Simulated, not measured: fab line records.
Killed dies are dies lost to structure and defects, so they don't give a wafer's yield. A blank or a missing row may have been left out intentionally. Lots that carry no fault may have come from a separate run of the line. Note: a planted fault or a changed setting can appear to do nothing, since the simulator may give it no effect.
A sampling plan put to the test || flow n5Finfet || each of the 29 faults these records tell of, on one fab line, judged from the records of the lots it struck
Plan = the line's own looks (route steps where a gauge or an inspection reads the wafer without altering it). Where struck wafers have a number at a look and the file lists that look's usual mean and standard deviation on fault-free wafers, the look can be judged. Caught: the struck wafers' mean, at a look after the fault's first step, is 4 or more of those standard deviations (sigma) away from the usual mean. On the tool: here the same test is run on the tool's own readings at the fault's steps. If the struck wafers alone have a blank record, or they carry another recipe, that too counts as caught.

== THE FAULTS, as the simulator had put them in ==
1. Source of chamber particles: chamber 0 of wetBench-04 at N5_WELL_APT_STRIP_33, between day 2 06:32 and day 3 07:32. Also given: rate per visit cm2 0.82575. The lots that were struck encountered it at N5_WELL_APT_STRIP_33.
2. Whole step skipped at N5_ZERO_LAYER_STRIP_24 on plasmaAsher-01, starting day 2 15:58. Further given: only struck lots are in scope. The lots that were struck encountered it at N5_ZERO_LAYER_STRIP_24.
3. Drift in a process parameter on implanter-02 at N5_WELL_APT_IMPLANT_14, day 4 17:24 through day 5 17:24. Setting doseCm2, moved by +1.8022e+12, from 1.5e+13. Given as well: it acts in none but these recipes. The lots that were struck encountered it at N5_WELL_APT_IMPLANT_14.
4. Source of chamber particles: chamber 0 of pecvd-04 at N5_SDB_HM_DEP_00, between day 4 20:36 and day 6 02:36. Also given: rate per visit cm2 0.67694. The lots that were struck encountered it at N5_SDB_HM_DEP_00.
5. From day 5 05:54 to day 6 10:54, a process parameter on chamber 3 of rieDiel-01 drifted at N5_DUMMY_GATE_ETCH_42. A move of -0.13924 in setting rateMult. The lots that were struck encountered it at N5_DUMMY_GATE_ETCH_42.
6. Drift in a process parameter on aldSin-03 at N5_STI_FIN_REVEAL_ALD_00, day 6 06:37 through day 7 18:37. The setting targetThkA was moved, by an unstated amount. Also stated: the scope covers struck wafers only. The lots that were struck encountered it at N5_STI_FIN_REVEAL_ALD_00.
7. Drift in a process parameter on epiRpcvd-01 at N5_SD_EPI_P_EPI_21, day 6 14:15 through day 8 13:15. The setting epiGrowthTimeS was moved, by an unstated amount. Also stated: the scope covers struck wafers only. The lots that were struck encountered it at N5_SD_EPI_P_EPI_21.
8. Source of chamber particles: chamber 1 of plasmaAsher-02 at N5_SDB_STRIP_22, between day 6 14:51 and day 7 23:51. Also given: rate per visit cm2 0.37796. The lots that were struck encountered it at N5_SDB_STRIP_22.
9. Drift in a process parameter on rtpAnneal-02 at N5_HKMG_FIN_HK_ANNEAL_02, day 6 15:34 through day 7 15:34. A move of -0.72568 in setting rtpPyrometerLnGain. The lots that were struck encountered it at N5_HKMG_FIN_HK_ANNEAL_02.
10. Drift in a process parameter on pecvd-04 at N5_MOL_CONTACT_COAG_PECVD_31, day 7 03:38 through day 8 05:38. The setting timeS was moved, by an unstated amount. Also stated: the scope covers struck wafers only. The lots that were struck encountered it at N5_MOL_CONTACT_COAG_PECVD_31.
11. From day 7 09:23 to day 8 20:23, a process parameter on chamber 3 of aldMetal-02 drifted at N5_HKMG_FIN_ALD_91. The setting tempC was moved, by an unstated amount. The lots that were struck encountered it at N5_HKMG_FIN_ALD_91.
12. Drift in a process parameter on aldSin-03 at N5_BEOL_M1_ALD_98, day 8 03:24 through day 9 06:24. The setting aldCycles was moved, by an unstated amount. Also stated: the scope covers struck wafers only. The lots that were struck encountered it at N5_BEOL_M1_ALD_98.
13. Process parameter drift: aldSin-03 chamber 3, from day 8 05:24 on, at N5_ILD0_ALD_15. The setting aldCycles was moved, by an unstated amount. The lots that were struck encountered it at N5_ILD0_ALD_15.
14. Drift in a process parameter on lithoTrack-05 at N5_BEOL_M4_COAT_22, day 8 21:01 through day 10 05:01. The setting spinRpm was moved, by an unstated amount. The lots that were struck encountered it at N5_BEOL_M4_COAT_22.
15. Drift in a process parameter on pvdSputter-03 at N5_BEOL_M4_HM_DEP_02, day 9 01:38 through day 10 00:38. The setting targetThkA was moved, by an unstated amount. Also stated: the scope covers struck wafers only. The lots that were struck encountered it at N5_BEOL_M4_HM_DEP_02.
16. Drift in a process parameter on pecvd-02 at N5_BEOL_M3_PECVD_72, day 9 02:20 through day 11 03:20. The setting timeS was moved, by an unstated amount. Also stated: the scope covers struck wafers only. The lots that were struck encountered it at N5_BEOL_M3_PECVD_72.
17. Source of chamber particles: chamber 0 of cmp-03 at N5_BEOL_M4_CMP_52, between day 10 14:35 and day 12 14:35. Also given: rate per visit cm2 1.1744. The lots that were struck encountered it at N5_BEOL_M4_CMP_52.
18. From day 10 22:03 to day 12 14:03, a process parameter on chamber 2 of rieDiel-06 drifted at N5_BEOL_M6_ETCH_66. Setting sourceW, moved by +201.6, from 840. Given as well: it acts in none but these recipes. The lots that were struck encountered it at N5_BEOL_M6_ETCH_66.
19. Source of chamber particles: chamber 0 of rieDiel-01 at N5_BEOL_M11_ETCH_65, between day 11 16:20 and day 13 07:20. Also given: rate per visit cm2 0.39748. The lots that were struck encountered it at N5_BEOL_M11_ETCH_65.
20. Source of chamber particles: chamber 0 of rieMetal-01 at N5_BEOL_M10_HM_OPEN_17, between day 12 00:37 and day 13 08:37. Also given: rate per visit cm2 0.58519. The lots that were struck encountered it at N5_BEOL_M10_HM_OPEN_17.
21. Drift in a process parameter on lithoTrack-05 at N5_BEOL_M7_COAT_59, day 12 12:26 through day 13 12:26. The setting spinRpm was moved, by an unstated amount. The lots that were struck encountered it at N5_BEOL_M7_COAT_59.
22. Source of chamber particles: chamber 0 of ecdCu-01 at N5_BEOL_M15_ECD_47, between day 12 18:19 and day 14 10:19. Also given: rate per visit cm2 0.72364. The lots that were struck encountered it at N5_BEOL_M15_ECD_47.
23. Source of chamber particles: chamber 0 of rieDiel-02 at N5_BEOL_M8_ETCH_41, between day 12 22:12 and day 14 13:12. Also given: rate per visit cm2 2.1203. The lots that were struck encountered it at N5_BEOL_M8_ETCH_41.
24. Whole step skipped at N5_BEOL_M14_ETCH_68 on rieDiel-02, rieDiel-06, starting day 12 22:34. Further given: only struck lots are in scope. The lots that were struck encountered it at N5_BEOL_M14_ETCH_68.
25. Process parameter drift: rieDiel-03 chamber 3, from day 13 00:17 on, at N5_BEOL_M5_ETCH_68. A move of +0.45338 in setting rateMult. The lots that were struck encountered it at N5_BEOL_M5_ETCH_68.
26. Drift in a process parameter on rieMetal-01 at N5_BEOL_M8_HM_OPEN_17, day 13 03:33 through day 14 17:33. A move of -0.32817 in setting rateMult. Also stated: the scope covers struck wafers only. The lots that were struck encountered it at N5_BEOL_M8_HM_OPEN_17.
27. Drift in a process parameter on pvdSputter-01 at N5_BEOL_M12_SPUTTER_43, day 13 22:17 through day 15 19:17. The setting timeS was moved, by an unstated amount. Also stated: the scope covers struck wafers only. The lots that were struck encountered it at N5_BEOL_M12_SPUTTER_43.
28. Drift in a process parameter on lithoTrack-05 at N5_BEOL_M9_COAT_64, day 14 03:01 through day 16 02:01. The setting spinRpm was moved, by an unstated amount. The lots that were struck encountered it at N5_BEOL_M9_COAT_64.
29. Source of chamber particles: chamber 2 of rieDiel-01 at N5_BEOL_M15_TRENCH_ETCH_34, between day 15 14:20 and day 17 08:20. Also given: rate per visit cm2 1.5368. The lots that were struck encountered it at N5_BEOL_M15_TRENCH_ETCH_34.

== WHAT THE PLAN SAW ==
{"fault": 1, "on the tool itself": "under 2 sigma", "first look that catches it": "N5_WELL_APT_INSPECT_38", "reading, sigma": "rawDefectCount +99 or beyond", "median hours from its first step to that look": 1.2, "hours from the fault's start to the first struck lot there": 10, "judged looks passed uncaught": 0}
{"fault": 2, "on the tool itself": "no reading that can be judged", "first look that catches it": "not the one look that can be judged after it", "reading, sigma": "-", "median hours from its first step to that look": "-", "hours from the fault's start to the first struck lot there": "-", "judged looks passed uncaught": 1}
{"fault": 3, "on the tool itself": "doseIonsCm2 +94 sigma", "first look that catches it": "N5_BEOL_M4_RC_MEAS_101", "reading, sigma": "RS_NWELL -8.1", "median hours from its first step to that look": 151.8, "hours from the fault's start to the first struck lot there": 155, "judged looks passed uncaught": 1}
{"fault": 4, "on the tool itself": "under 2 sigma", "first look that catches it": "N5_SDB_INSPECT_13", "reading, sigma": "rawDefectCount +12", "median hours from its first step to that look": 0.5, "hours from the fault's start to the first struck lot there": 2, "judged looks passed uncaught": 0}
{"fault": 5, "on the tool itself": "under 2 sigma", "first look that catches it": "not the one look that can be judged after it", "reading, sigma": "-", "median hours from its first step to that look": "-", "hours from the fault's start to the first struck lot there": "-", "judged looks passed uncaught": 1}
{"fault": 6, "on the tool itself": "under 2 sigma", "first look that catches it": "not the one look that can be judged after it", "reading, sigma": "-", "median hours from its first step to that look": "-", "hours from the fault's start to the first struck lot there": "-", "judged looks passed uncaught": 1}
{"fault": 7, "on the tool itself": "under 2 sigma", "first look that catches it": "N5_SD_EPI_P_EPI_MEAS_23", "reading, sigma": "thkNm -5.5", "median hours from its first step to that look": 1.1, "hours from the fault's start to the first struck lot there": 5, "judged looks passed uncaught": 0}
{"fault": 8, "on the tool itself": "under 2 sigma", "first look that catches it": "not the one look that can be judged after it", "reading, sigma": "-", "median hours from its first step to that look": "-", "hours from the fault's start to the first struck lot there": "-", "judged looks passed uncaught": 1}
{"fault": 9, "on the tool itself": "lamp_zone_3_pct +99 or beyond sigma", "first look that catches it": "N5_BEOL_M4_RC_MEAS_101", "reading, sigma": "RS_SD_N +4.5", "median hours from its first step to that look": 92.4, "hours from the fault's start to the first struck lot there": 105, "judged looks passed uncaught": 0}
{"fault": 10, "on the tool itself": "no reading that can be judged", "first look that catches it": "N5_MOL_CONTACT_COAG_THK_MEAS_53", "reading, sigma": "VIA_MOL_THK -8.8", "median hours from its first step to that look": 3.8, "hours from the fault's start to the first struck lot there": 6, "judged looks passed uncaught": 1}
{"fault": 11, "on the tool itself": "susceptorTempC -99 or beyond sigma", "first look that catches it": "N5_BEOL_M4_RC_MEAS_101", "reading, sigma": "IOFF_N_LONG +18", "median hours from its first step to that look": 85.7, "hours from the fault's start to the first struck lot there": 89, "judged looks passed uncaught": 0}
{"fault": 12, "on the tool itself": "under 2 sigma", "first look that catches it": "not the one look that can be judged after it", "reading, sigma": "strongest: CHAIN_V0 at N5_BEOL_M4_RC_MEAS_101, -3.4", "median hours from its first step to that look": "-", "hours from the fault's start to the first struck lot there": "-", "judged looks passed uncaught": 1}
{"fault": 13, "on the tool itself": "under 2 sigma", "first look that catches it": "none of the 2 looks that can be judged after it", "reading, sigma": "-", "median hours from its first step to that look": "-", "hours from the fault's start to the first struck lot there": "-", "judged looks passed uncaught": 2}
{"fault": 14, "on the tool itself": "spinSpeedRpm -90 sigma", "first look that catches it": "not the one look that can be judged after it", "reading, sigma": "-", "median hours from its first step to that look": "-", "hours from the fault's start to the first struck lot there": "-", "judged looks passed uncaught": 1}
{"fault": 15, "on the tool itself": "under 2 sigma", "first look that catches it": "not the one look that can be judged after it", "reading, sigma": "-", "median hours from its first step to that look": "-", "hours from the fault's start to the first struck lot there": "-", "judged looks passed uncaught": 1}
{"fault": 16, "on the tool itself": "under 2 sigma", "first look that catches it": "not the one look that can be judged after it", "reading, sigma": "-", "median hours from its first step to that look": "-", "hours from the fault's start to the first struck lot there": "-", "judged looks passed uncaught": 1}
{"fault": 17, "on the tool itself": "under 2 sigma", "first look that catches it": "N5_BEOL_M4_INSPECT_59", "reading, sigma": "rawDefectCount +32", "median hours from its first step to that look": 0.5, "hours from the fault's start to the first struck lot there": 12, "judged looks passed uncaught": 0}
{"fault": 18, "on the tool itself": "rfFwdPowerW +71 sigma", "first look that catches it": "no look after it can be judged", "reading, sigma": "-", "median hours from its first step to that look": "-", "hours from the fault's start to the first struck lot there": "-", "judged looks passed uncaught": 0}
{"fault": 19, "on the tool itself": "only faintly: etchRfOnTimeS -2.1 sigma", "first look that catches it": "not the one look that can be judged after it", "reading, sigma": "-", "median hours from its first step to that look": "-", "hours from the fault's start to the first struck lot there": "-", "judged looks passed uncaught": 1}
{"fault": 20, "on the tool itself": "only faintly: drypumpMotorCurrentA +2.0 sigma", "first look that catches it": "N5_BEOL_M10_INSPECT_30", "reading, sigma": "rawDefectCount +4.0", "median hours from its first step to that look": 0.6, "hours from the fault's start to the first struck lot there": 3, "judged looks passed uncaught": 0}
{"fault": 21, "on the tool itself": "spinSpeedRpm +99 or beyond sigma", "first look that catches it": "no look after it can be judged", "reading, sigma": "-", "median hours from its first step to that look": "-", "hours from the fault's start to the first struck lot there": "-", "judged looks passed uncaught": 0}
{"fault": 22, "on the tool itself": "no reading that can be judged", "first look that catches it": "no look after it can be judged", "reading, sigma": "-", "median hours from its first step to that look": "-", "hours from the fault's start to the first struck lot there": "-", "judged looks passed uncaught": 0}
{"fault": 23, "on the tool itself": "under 2 sigma", "first look that catches it": "no look after it can be judged", "reading, sigma": "-", "median hours from its first step to that look": "-", "hours from the fault's start to the first struck lot there": "-", "judged looks passed uncaught": 0}
{"fault": 24, "on the tool itself": "the tool's record is blank for the struck wafers", "first look that catches it": "no look after it can be judged", "reading, sigma": "-", "median hours from its first step to that look": "-", "hours from the fault's start to the first struck lot there": "-", "judged looks passed uncaught": 0}
{"fault": 25, "on the tool itself": "under 2 sigma", "first look that catches it": "no look after it can be judged", "reading, sigma": "-", "median hours from its first step to that look": "-", "hours from the fault's start to the first struck lot there": "-", "judged looks passed uncaught": 0}
{"fault": 26, "on the tool itself": "under 2 sigma", "first look that catches it": "N5_BEOL_M8_OCD_MEAS_38", "reading, sigma": "trenchDepthNm -49", "median hours from its first step to that look": 2.2, "hours from the fault's start to the first struck lot there": 5, "judged looks passed uncaught": 1}
{"fault": 27, "on the tool itself": "under 2 sigma", "first look that catches it": "not the one look that can be judged after it", "reading, sigma": "strongest: M12_RS at N5_BEOL_M12_RS_MEAS_54, -2.3", "median hours from its first step to that look": "-", "hours from the fault's start to the first struck lot there": "-", "judged looks passed uncaught": 1}
{"fault": 28, "on the tool itself": "spinSpeedRpm +67 sigma", "first look that catches it": "no look after it can be judged", "reading, sigma": "-", "median hours from its first step to that look": "-", "hours from the fault's start to the first struck lot there": "-", "judged looks passed uncaught": 0}
{"fault": 29, "on the tool itself": "under 2 sigma", "first look that catches it": "not the one look that can be judged after it", "reading, sigma": "-", "median hours from its first step to that look": "-", "hours from the fault's start to the first struck lot there": "-", "judged looks passed uncaught": 1}
A dash: this means the fault isn't caught or the number doesn't appear in these records.

Caught at a look: 10 of 29. Caught on the tool: 8 of 29. By one or the other: 15 of 29.
Faults caught by the tool alone: 14, 18, 21, 24, 28.
Caught at a look alone: faults 1, 4, 7, 10, 17, 20, 26.
Caught by neither: faults 2, 5, 6, 8, 12, 13, 15, 16, 19, 22, 23, 25, 27, 29.

== THINNER SAMPLING ==
In the worst case, this is how late the first struck lot would be measured if the look that catches a fault measured only every second or every third lot, by lot number:
{"fault": 1, "struck lots at that look, in order of time": "L300", "every lot": "10 h", "every second lot": "may miss it", "every third lot": "may miss it"}
{"fault": 3, "struck lots at that look, in order of time": "L114, L116", "every lot": "155 h", "every second lot": "may miss all 2", "every third lot": "may miss all 2"}
{"fault": 4, "struck lots at that look, in order of time": "L626, L628", "every lot": "2 h", "every second lot": "may miss all 2", "every third lot": "may miss all 2"}
{"fault": 7, "struck lots at that look, in order of time": "L711, L712, L718", "every lot": "5 h", "every second lot": "16 h", "every third lot": "may miss all 3"}
{"fault": 9, "struck lots at that look, in order of time": "L785, L786", "every lot": "105 h", "every second lot": "109 h", "every third lot": "may miss all 2"}
{"fault": 10, "struck lots at that look, in order of time": "L999, L100, L101", "every lot": "6 h", "every second lot": "13 h", "every third lot": "28 h"}
{"fault": 11, "struck lots at that look, in order of time": "L266, L265, L267", "every lot": "89 h", "every second lot": "91 h", "every third lot": "102 h"}
{"fault": 17, "struck lots at that look, in order of time": "L374, L375", "every lot": "12 h", "every second lot": "25 h", "every third lot": "may miss all 2"}
{"fault": 20, "struck lots at that look, in order of time": "L351", "every lot": "3 h", "every second lot": "may miss it", "every third lot": "may miss it"}
{"fault": 26, "struck lots at that look, in order of time": "L777", "every lot": "5 h", "every second lot": "may miss it", "every third lot": "may miss it"}
Hours count from the start of the fault until the first struck lot that is measured. 4 sigma limit: tested on the pooled struck wafers, so a lone lot may be under it. Other struck lots may not be in these records.

== THE LONGEST TIMED WAY FROM STEP TO LOOK ==
Fault 3: median gap of 151.8 hours between N5_WELL_APT_IMPLANT_14 and N5_BEOL_M4_RC_MEAS_101. The look between them that can be judged stayed within 4 sigma: N5_WELL_APT_CD_MEAS_25.
